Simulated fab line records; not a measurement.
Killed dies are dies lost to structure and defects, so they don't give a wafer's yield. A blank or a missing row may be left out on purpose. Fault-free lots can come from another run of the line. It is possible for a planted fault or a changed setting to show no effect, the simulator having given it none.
fab line records    flow n5Finfet
[record] lots = 7  wafers = 21
route steps=1938 shown BEOL_M13@1696 BEOL_M14@1762 BEOL_M15@1773 MIM_TOP_ETCH@1853 TV_LITHO@1879
startH: the number of hours between the record's first day and the start of the first shown wafer of the lot    waitH: hours from the lot's prior step to this one    " repeats the value in the row above    L1.1+2: a row that stands for several wafers    - value missing, or start not given    * or withheld: withheld    < > ~ a bound
route shown NAME@n: a module of which the file shows steps, and the number in the route of the first    usual: mean and standard deviation over wafers with no fault    same: alike in all rows    chamber/n: place in a boat    sites: the reading at each site    _std_site: their standard deviation    _edge_site: inner sites' mean taken away from outer sites' mean    radiusMm: for every site, how far away it sits from the centre of the wafer    mask NAME#n: copy n    behind: the most recent tool/chamber to have shaped the wafer    hold: reason for holding the lot/hours on hold/outcome of the hold    device: names the non-switching transistor (n, p or np)    end of line: at the end of the route, the tests of the same wafers    a step without rows: its recipe alone    killed: count of dies lost to structure and defects at first sort (not the wafer's yield)    map: the dies of a wafer, with x for killed, . for not killed, _ for no die there
set.NAME: the setting the step ran with; set.NAME@STEP: the setting that earlier step ran with    model.NAME: the simulator's own value behind a step, which no gauge read
lots where settings were altered on purpose, with a table for each step and a row for each wafer
[[steps]]
[step N5_BEOL_M13_TRENCH_ETCH_34]
[recipe] chemistry = C4F8/O2/Ar  target = SiOC  targetDepthA = 4134.7  maskMaterial = SOC  pressureMtorr = 30  sourceW = 3000  biasW = 700  Ar_flow_sccm = 400  C4F8_flow_sccm = 15  O2_flow_sccm = 8  heInnerTorr = 15  heOuterTorr = 30  timeS = 162.6  ionEnergyEv = 250
lot.wafer  tool        chamber  startH  waitH  set.timeS  model.etch.depthNm
L077.1     rieDiel-04  3        251.27  0.0    162.6      418.3
L077.2     "           0        "       "      162.6      407.7
L077.6     "           2        "       "      147.3      376.8
L081.1     rieDiel-05  0        268.82  0.0    184.6      464.1
L081.3+4   "           2        "       "      162.6      397.4
L084.1+5   rieDiel-05  2        293.99  0.0    188.8      459.9
L084.2     "           0        "       "      162.6      415
L085.1     rieDiel-02  0        303.35  0.0    162.6      412.6
L085.3     "           1        "       "      162.6      412.4
L085.4     "           0        "       "      162.6      411
L088.2     rieDiel-04  3        323.64  0.0    162.6      417.9
L088.5     "           1        "       "      133        338
L088.6     "           2        "       "      133        342.7
L096.1     rieDiel-02  3        366.55  0.0    162.6      420.6
L096.3     "           1        "       "      162.6      410.4
L096.4     "           0        "       "      162.6      421.5
L097.1     rieDiel-02  0        372.33  0.0    162.6      414.2
L097.3     "           3        "       "      162.6      418.7
L097.6     "           1        "       "      162.6      406.6
[step N5_BEOL_M13_STRIP_70]
[recipe] chemistry = C4F8/O2/Ar  resist = SiARC  rfFrequencyHz = 6e+07
[step N5_BEOL_M13_OCD_MEAS_35]
[usual] trenchDepthNm = 412/6.7
lot.wafer  tool    chamber  startH  waitH  set.timeS@BEOL_M13_TRENCH_ETCH_34  trenchDepthNm
L077.1     ocd-01  -        251.44  0.0    162.6                              418
L077.2     "       -        "       "      162.6                              408
L077.6     "       -        "       "      147.3                              377
L081.1     ocd-02  -        269.00  0.0    184.6                              465
L081.3     "       -        "       "      162.6                              398
L081.4     "       -        "       "      162.6                              398
L084.1     ocd-02  -        294.17  0.0    188.8                              460
L084.2     "       -        "       "      162.6                              415
L084.5     "       -        "       "      188.8                              459
L085.1     ocd-01  -        303.52  0.0    162.6                              412
L085.3     "       -        "       "      162.6                              413
L085.4     "       -        "       "      162.6                              411
L088.2     ocd-01  -        323.81  0.0    162.6                              418
L088.5     "       -        "       "      133                                338
L088.6     "       -        "       "      133                                343
L096.1     ocd-01  -        366.72  0.0    162.6                              420
L096.3     "       -        "       "      162.6                              410
L096.4     "       -        "       "      162.6                              422
L097.1     ocd-01  -        372.50  0.0    162.6                              414
L097.3     "       -        "       "      162.6                              419
L097.6     "       -        "       "      162.6                              407
[step N5_BEOL_M13_SPUTTER_43]
[recipe] material = TaN  targetThkA = 150  tempC = 50  biasV = 168.6  powerW = 15000  chamberPressurePa = 0.12  timeS = 24.19
lot.wafer  tool           chamber  startH  waitH  set.timeS  model.TaN_of_BEOL_M13_SPUTTER_43.thkNm
L077.1     pvdSputter-02  -        252.94  0.0    24.19      14.8
L077.2     "              -        "       "      21.76      13.6
L077.6     "              -        "       "      21.76      13.4
L081.1     pvdSputter-03  -        270.54  0.0    24.19      14.8
L081.3     "              -        "       "      24.19      14.6
L081.4     "              -        "       "      27.56      16.6
L084.1+2   pvdSputter-03  -        300.18  0.0    24.19      15
L084.5     "              -        "       "      24.19      14.8
L085.1+4   pvdSputter-02  -        305.42  0.0    24.19      14.8
L085.3     "              -        "       "      24.19      15
L088.2+5   pvdSputter-01  -        325.36  0.0    22.09      13.8
L088.6     "              -        "       "      24.19      14.8
L096.1     pvdSputter-01  -        368.16  0.0    24.19      15.4
L096.3     "              -        "       "      24.19      15.2
L096.4     "              -        "       "      27.21      17.2
L097.1     pvdSputter-02  -        375.25  0.0    24.19      15
L097.3+6   "              -        "       "      24.19      14.8
[step N5_BEOL_M13_SPUTTER_44]
[recipe] material = Ta  targetThkA = 100  tempC = 50  biasV = 80  powerW = 15000  chamberPressurePa = 0.07  timeS = 16.13
[step N5_BEOL_M13_SPUTTER_45]
[recipe] material = Cu  targetThkA = 800  tempC = -20  biasV = 60  powerW = 26000  chamberPressurePa = 0.13  timeS = 13.33
[step N5_BEOL_M13_ECD_47]
[recipe] material = Cu  targetThkA = 9360
[step N5_BEOL_M13_ANNEAL_48]
[recipe] tempC = 225  timeS = 90  ambient = N2
[step N5_BEOL_M13_CMP_49]
[recipe] stopOn = SiOC  tOverpolishS = 17.1  downForcePsi = 1  platenRpm = 50  clearingPlatenDownForcePsi = 1.5  clearingPlatenRpm = 50  postCmpClean = cuAlkaline  targetThkNm = 420  clearingPlatenPadVelocityMS = 0.99484  padVelocityMS = 0.99484
lot.wafer  tool    chamber  startH  waitH  set.timeS@BEOL_M13_TRENCH_ETCH_34  model.Cu_of_BEOL_M13_ECD_47.thkNm
L077.1     cmp-04  1        253.71  0.3    162.6                              424.4
L077.2     "       3        "       "      162.6                              416.2
L077.6     "       0        "       "      147.3                              385.6
L081.4     cmp-04  2        271.29  0.1    162.6                              401.4
L081.1     "       3        "       "      184.6                              469.8
L081.3     "       0        "       "      162.6                              405
L084.1     cmp-04  1        301.02  0.4    188.8                              466.8
L084.2     "       3        "       "      162.6                              422.8
L084.5     "       0        "       "      188.8                              466.2
L085.3+4   cmp-04  2,0      306.19  0.2    162.6                              418.2
L085.1     "       3        "       "      162.6                              420.6
L088.2     cmp-04  2        326.10  0.2    162.6                              425.2
L088.6     "       2        "       "      133                                348.4
L088.5     "       3        "       "      133                                346.4
L096.1     cmp-02  3        368.90  0.3    162.6                              426.4
L096.4     "       1        "       "      162.6                              424.6
L096.3     "       2        "       "      162.6                              415.8
L097.1     cmp-02  3        375.98  0.3    162.6                              421
L097.3     "       1        "       "      162.6                              424.8
L097.6     "       0        "       "      162.6                              413.8
[step N5_BEOL_M13_THK_MEAS_50]
[recipe] thkMeasGauge = xrf  reads = Cu_of_BEOL_M13_ECD_47
[usual] M13_THK = 427/8.2
lot.wafer  tool          chamber  startH  waitH  set.timeS@BEOL_M13_TRENCH_ETCH_34  M13_THK[nm]
L077.1     filmMetro-01  -        253.97  -      162.6                              433
L077.2     "             -        "       "      162.6                              426
L077.6     "             -        "       "      147.3                              394
L081.1     filmMetro-02  -        271.58  -      184.6                              480
L081.3     "             -        "       "      162.6                              412
L081.4     "             -        "       "      162.6                              409
L084.1     filmMetro-02  -        301.28  -      188.8                              475
L084.2     "             -        "       "      162.6                              429
L084.5     "             -        "       "      188.8                              472
L085.1     filmMetro-01  -        306.45  -      162.6                              429
L085.3     "             -        "       "      162.6                              426
L085.4     "             -        "       "      162.6                              426
L088.2     filmMetro-02  -        326.40  -      162.6                              438
L088.5     "             -        "       "      133                                356
L088.6     "             -        "       "      133                                357
L096.1     filmMetro-01  -        369.19  -      162.6                              437
L096.3     "             -        "       "      162.6                              424
L096.4     "             -        "       "      162.6                              433
L097.1     filmMetro-02  -        376.28  -      162.6                              431
L097.3     "             -        "       "      162.6                              434
L097.6     "             -        "       "      162.6                              426
[step N5_BEOL_M13_PRE_CLEAN_52]
[recipe] gas = NH3  timeS = 15  tempC = withheld  rfPowerW = 300
[step N5_BEOL_M13_DEP_53]
[recipe] material = SiCN  targetThkA = 500  tempC = withheld  precursor = 3MS/NH3  pressureTorr = 3  rfW = 675  timeS = 17.8
[step N5_BEOL_M13_RS_MEAS_54]
[recipe] thkMeasGauge = four-point-probe  reads = Cu_of_BEOL_M13_ECD_47+Ta_of_BEOL_M13_SPUTTER_44+TaN_of_BEOL_M13_SPUTTER_43
[usual] M13_RS = 0.0450/0.00077
lot.wafer  tool          chamber  startH  waitH  set.timeS@BEOL_M13_TRENCH_ETCH_34  M13_RS[ohm/sq]
L077.1     filmMetro-01  -        254.10  0.0    162.6                              0.0443
L077.2     "             -        "       "      162.6                              0.0452
L077.6     "             -        "       "      147.3                              0.0490
L081.1     filmMetro-02  -        271.71  0.0    184.6                              0.0400
L081.3     "             -        "       "      162.6                              0.0468
L081.4     "             -        "       "      162.6                              0.0470
L084.1     filmMetro-01  -        301.40  0.0    188.8                              0.0402
L084.2     "             -        "       "      162.6                              0.0445
L084.5     "             -        "       "      188.8                              0.0402
L085.1     filmMetro-02  -        306.61  0.1    162.6                              0.0448
L085.3     "             -        "       "      162.6                              0.0451
L085.4     "             -        "       "      162.6                              0.0451
L088.2     filmMetro-01  -        326.52  0.1    162.6                              0.0443
L088.5     "             -        "       "      133                                0.0547
L088.6     "             -        "       "      133                                0.0546
L096.1     filmMetro-02  -        369.32  0.0    162.6                              0.0441
L096.3     "             -        "       "      162.6                              0.0454
L096.4     "             -        "       "      162.6                              0.0444
L097.1     filmMetro-02  -        376.41  0.0    162.6                              0.0448
L097.3     "             -        "       "      162.6                              0.0444
L097.6     "             -        "       "      162.6                              0.0455
[step N5_BEOL_M14_SPUTTER_43]
[recipe] material = TaN  targetThkA = 150  tempC = 50  biasV = 168.6  powerW = 15000  chamberPressurePa = 0.12  timeS = 24.19
lot.wafer  tool           chamber  startH  waitH  set.timeS  model.TaN_of_BEOL_M14_SPUTTER_43.thkNm
L077.1     pvdSputter-01  -        260.73  0.0    23.15      14.4
L077.2+6   "              -        "       "      24.19      14.8
L081.1     pvdSputter-01  -        277.88  0.0    24.19      15
L081.3     "              -        "       "      25.14      15.6
L081.4     "              -        "       "      25.14      15.4
L084.1     pvdSputter-02  -        306.02  0.0    21.43      13.4
L084.2     "              -        "       "      24.19      15
L084.5     "              -        "       "      24.19      15.2
L085.1     pvdSputter-02  -        313.21  0.0    24.19      15
L085.3     "              -        "       "      24.19      15.4
L085.4     "              -        "       "      23.07      14.6
L088.2+6   pvdSputter-02  -        331.25  0.0    22.21      13.8
L088.5     "              -        "       "      24.19      15
L096.1     pvdSputter-02  -        372.09  0.0    24.19      15.2
L096.3+4   "              -        "       "      24.19      15
L097.1+6   pvdSputter-01  -        382.72  0.0    24.19      15.2
L097.3     "              -        "       "      24.19      15
[step N5_BEOL_M15_ILD_DEP_00]
[recipe] material = SiO2  targetThkA = 16293  tempC = 400  precursor = TEOS/O2  pressureTorr = 6.5  rfW = 900  teosFlowSccm = 161.4  gas = O2  flowSccm = 2650  timeS = 346.1
lot.wafer  tool      chamber  startH  waitH  set.timeS  model.SiO2_of_BEOL_M15_ILD_DEP_00.thkNm
L077.1     pecvd-01  2        261.98  0.0    346.1      1642
L077.2     "         1        "       "      364.2      1707
L077.6     "         1        "       "      346.1      1661
L081.1     pecvd-04  0        279.18  0.0    306.8      1414
L081.3     "         1        "       "      306.8      1461
L081.4     "         2        "       "      346.1      1662
L084.1     pecvd-04  0        308.14  0.0    346.1      1620
L084.2     "         2        "       "      346.1      1644
L084.5     "         0        "       "      346.1      1647
L085.1     pecvd-04  1        314.47  0.0    346.1      1638
L085.3     "         2        "       "      346.1      1614
L085.4     "         1        "       "      346.1      1667
L088.2     pecvd-04  2        332.90  0.0    346.1      1635
L088.5     "         0        "       "      346.1      1624
L088.6     "         2        "       "      346.1      1665
L096.1     pecvd-01  0        373.34  0.0    346.1      1625
L096.3     "         2        "       "      346.1      1619
L096.4     "         2        "       "      346.1      1636
L097.1     pecvd-04  2        383.97  0.0    346.1      1636
L097.3     "         0        "       "      346.1      1579
L097.6     "         2        "       "      346.1      1631
[step N5_BEOL_M15_THK_MEAS_01]
[recipe] reads = SiO2_of_BEOL_M15_ILD_DEP_00
[usual] M15_ILD_THK = 1632/21
lot.wafer  tool          chamber  startH  waitH  set.timeS@BEOL_M15_ILD_DEP_00  M15_ILD_THK[nm]
L077.1     filmMetro-02  -        262.23  0.1    346.1                          1641
L077.2     "             -        "       "      364.2                          1706
L077.6     "             -        "       "      346.1                          1662
L081.1     filmMetro-02  -        279.43  0.1    306.8                          1412
L081.3     "             -        "       "      306.8                          1460
L081.4     "             -        "       "      346.1                          1662
L084.1     filmMetro-01  -        308.50  0.2    346.1                          1619
L084.2     "             -        "       "      346.1                          1644
L084.5     "             -        "       "      346.1                          1648
L085.1     filmMetro-02  -        314.72  0.1    346.1                          1638
L085.3     "             -        "       "      346.1                          1613
L085.4     "             -        "       "      346.1                          1666
L088.2     filmMetro-02  -        333.15  0.1    346.1                          1633
L088.5     "             -        "       "      346.1                          1624
L088.6     "             -        "       "      346.1                          1665
L096.1     filmMetro-02  -        373.59  0.1    346.1                          1625
L096.3     "             -        "       "      346.1                          1619
L096.4     "             -        "       "      346.1                          1636
L097.1     filmMetro-02  -        384.22  0.1    346.1                          1637
L097.3     "             -        "       "      346.1                          1579
L097.6     "             -        "       "      346.1                          1631
[step N5_BEOL_M15_COAT_58]
[recipe] resist = BARC  tempC = 205  timeS = 60  spinRpm = 1500  resistThkNm = 89
[step N5_BEOL_M15_COAT_04]
[recipe] spinRpm = 1704  resistThkNm = 800
[step N5_BEOL_M15_DESCUM_15]
[recipe] chemistry = O2  timeS = 7.9  sourcePowerW = 50  biasPowerW = 20  pressureMtorr = 20  rfFrequencyHz = 2.712e+07  tempC = 40  o2FlowSccm = 225
[step N5_BEOL_M15_ETCH_59]
[recipe] chemistry = N2/H2  target = BARC  targetDepthA = 890  overetchA = 267  timeS = 67.9  ionEnergyEv = 200  pressureMtorr = 30  sourceW = 840  biasW = 150  n2FlowSccm = 200  h2FlowSccm = 200
[step N5_BEOL_M15_VIA_ETCH_16]
[recipe] chemistry = C4F8/O2/Ar  target = SiO2  heInnerTorr = 15  heOuterTorr = 30  targetDepthA = 17922  timeS = withheld  ionEnergyEv = 800  pressureMtorr = 20  sourceW = 1905  biasW = 2040  Ar_flow_sccm = 400  C4F8_flow_sccm = 16  O2_flow_sccm = 12  ends = cleared
lot.wafer  tool        chamber  startH  waitH  set.timeS@BEOL_M15_ILD_DEP_00  model.etch.depthNm
L077.1     rieDiel-04  1        262.73  0.0    *                              1642
L077.2     "           0        "       "      *                              1707
L077.6     "           3        "       "      *                              1661
L081.1     rieDiel-05  0        279.91  0.0    *                              1414
L081.3     "           3        "       "      *                              1461
L081.4     "           3        "       "      *                              1662
L084.1     rieDiel-02  0        308.98  0.0    *                              1620
L084.2     "           1        "       "      *                              1644
L084.5     "           3        "       "      *                              1647
L085.1     rieDiel-05  2        315.33  0.0    *                              1638
L085.3     "           3        "       "      *                              1614
L085.4     "           0        "       "      *                              1667
L088.2     rieDiel-04  1        333.75  0.0    *                              1635
L088.5     "           3        "       "      *                              1624
L088.6     "           2        "       "      *                              1665
L096.1     rieDiel-04  1        374.20  0.0    *                              1625
L096.3     "           3        "       "      *                              1619
L096.4     "           2        "       "      *                              1636
L097.1     rieDiel-02  2        384.82  0.0    *                              1636
L097.3     "           3        "       "      *                              1579
L097.6     "           2        "       "      *                              1631
[step N5_MIM_TOP_ETCH_PECVD_03]
[recipe] material = SiNx  targetThkA = 200  tempC = 400  precursor = SiH4/NH3/N2  pressureTorr = 1.5  rfW = 300  timeS = 17.6
lot.wafer   tool      chamber  startH  waitH  set.timeS  model.SiNx_of_MIM_TOP_ETCH_PECVD_03.thkNm
L077.1      pecvd-04  0        274.27  -      17.6       19.6
L077.2      "         2        "       "      14.98      16.6
L077.6      "         1        "       "      17.6       19.8
L081.1      pecvd-03  2        290.89  -      18.32      21
L081.3      "         0        "       "      17.6       20.2
L081.4      "         1        "       "      18.32      21.6
L084.1+2+5  pecvd-02  2,1,1    318.19  -      17.6       20.2
L085.1      pecvd-03  1        322.51  -      17.6       20.2
L085.3+4    "         0,2      "       "      17.6       20
L088.2      pecvd-02  0        344.09  -      17.6       19.6
L088.5      "         2        "       "      18.55      21.2
L088.6      "         0        "       "      18.55      20.8
L096.1      pecvd-02  1        382.45  -      18.94      21.6
L096.3      "         0        "       "      18.94      21.4
L096.4      "         2        "       "      17.6       20.4
L097.1+3    pecvd-02  0,1      393.23  -      17.6       19.8
L097.6      "         2        "       "      17.6       20.2
[step N5_PASSIVATION_EXPOSE_07]
[recipe] maskId = TV  na = 0.55  sourceShape = conventional  sigmaOuter = 0.8  polarization = unpolarized  defocusNm = 0  targetCdNm = 3000  doseMj = 22.75
lot.wafer   tool           chamber  startH  waitH  mask  set.doseMj
L077.1+2    krfScanner-02  0        276.70  -      TV#0  23.2
L077.6      "              0        "       "      TV#0  22.75
L081.1+4    krfScanner-01  0        292.74  -      TV#0  22.75
L081.3      "              0        "       "      TV#0  21.99
L084.1+2+5  krfScanner-02  0        319.88  -      TV#0  22.75
L085.1+3    krfScanner-02  0        324.54  -      TV#0  21.32
L085.4      "              0        "       "      TV#0  22.75
L088.2+5+6  krfScanner-01  0        345.77  -      TV#0  22.75
L096.1+4    krfScanner-02  0        385.93  -      TV#0  22.75
L096.3      "              0        "       "      TV#0  23.6
L097.1+3+6  krfScanner-01  0        395.61  -      TV#0  22.75
[step N5_PASSIVATION_PEB_08]
[recipe] pebTempC = withheld  pebTimeS = *
[step N5_PASSIVATION_DEVELOP_09]
[recipe] developTimeS = 60  rinseLiquid = diw  dry = airSpin  devTempC = 21
[step N5_PASSIVATION_HARDBAKE_11]
[recipe] tempC = 130  timeS = 120
[step N5_PASSIVATION_CD_MEAS_10]
[recipe] targetCdNm = 3000  landingEnergyEv = 500  detector = seInlens
[usual] cdNm = 3000.2/2.1
lot.wafer  tool      chamber  startH  waitH  set.doseMj@PASSIVATION_EXPOSE_07  cdNm
L077.1     cdSem-02  0        276.88  -      23.2                              3003.0
L077.2     "         0        "       "      23.2                              3003.8
L077.6     "         0        "       "      22.75                             3002.6
L081.1     cdSem-01  0        292.92  -      22.75                             2999.5
L081.3     "         0        "       "      21.99                             2992.4
L081.4     "         0        "       "      22.75                             3000.5
L084.1     cdSem-03  0        320.05  -      22.75                             3000.2
L084.2     "         0        "       "      22.75                             3002.1
L084.5     "         0        "       "      22.75                             3000.4
L085.1     cdSem-03  0        324.71  -      21.32                             2987.6
L085.3     "         0        "       "      21.32                             2987.9
L085.4     "         0        "       "      22.75                             2999.6
L088.2     cdSem-03  0        345.94  -      22.75                             3003.4
L088.5     "         0        "       "      22.75                             3005.3
L088.6     "         0        "       "      22.75                             3001.6
L096.1     cdSem-03  0        386.11  -      22.75                             2997.3
L096.3     "         0        "       "      23.6                              3007.3
L096.4     "         0        "       "      22.75                             2996.1
L097.1     cdSem-01  0        395.79  -      22.75                             3000.0
L097.3     "         0        "       "      22.75                             3003.4
L097.6     "         0        "       "      22.75                             2999.6
[[key]]
[split] step = N5_BEOL_M13_TRENCH_ETCH_34  setting = timeS  stated = 162.6  by = wafer
[response] step = N5_BEOL_M13_TRENCH_ETCH_34  reading = model.etch.depthNm  change = +3.92  per = 1%  r = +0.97
[response] step = N5_BEOL_M13_OCD_MEAS_35  reading = trenchDepthNm  change = +3.93  per = 1%  r = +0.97
[response] step = N5_BEOL_M13_CMP_49  reading = model.Cu_of_BEOL_M13_ECD_47.thkNm  change = +3.88  per = 1%  r = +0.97
[response] step = N5_BEOL_M13_THK_MEAS_50  reading = M13_THK  change = +4.03  per = 1%  r = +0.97
[response] step = N5_BEOL_M13_RS_MEAS_54  reading = M13_RS  change = -0.000454  per = 1%  r = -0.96
[split] step = N5_BEOL_M13_SPUTTER_43  setting = timeS  stated = 24.19  by = wafer
[response] step = N5_BEOL_M13_SPUTTER_43  reading = model.TaN_of_BEOL_M13_SPUTTER_43.thkNm  change = +0.137  per = 1%  r = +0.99
[split] step = N5_BEOL_M14_SPUTTER_43  setting = timeS  stated = 24.19  by = wafer
[response] step = N5_BEOL_M14_SPUTTER_43  reading = model.TaN_of_BEOL_M14_SPUTTER_43.thkNm  change = +0.141  per = 1%  r = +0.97
[split] step = N5_BEOL_M15_ILD_DEP_00  setting = timeS  stated = 346.1  by = wafer
[response] step = N5_BEOL_M15_ILD_DEP_00  reading = model.SiO2_of_BEOL_M15_ILD_DEP_00.thkNm  change = +18.2  per = 1%  r = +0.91
[response] step = N5_BEOL_M15_THK_MEAS_01  reading = M15_ILD_THK  change = +18.2  per = 1%  r = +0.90
[response] step = N5_BEOL_M15_VIA_ETCH_16  reading = model.etch.depthNm  change = +18.2  per = 1%  r = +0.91
[split] step = N5_MIM_TOP_ETCH_PECVD_03  setting = timeS  stated = 17.6  by = wafer
[response] step = N5_MIM_TOP_ETCH_PECVD_03  reading = model.SiNx_of_MIM_TOP_ETCH_PECVD_03.thkNm  change = +0.205  per = 1%  r = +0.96
[split] step = N5_PASSIVATION_EXPOSE_07  setting = doseMj  stated = 22.75  by = wafer
[response] step = N5_PASSIVATION_CD_MEAS_10  reading = cdNm  change = +2.06  per = 1%  r = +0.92
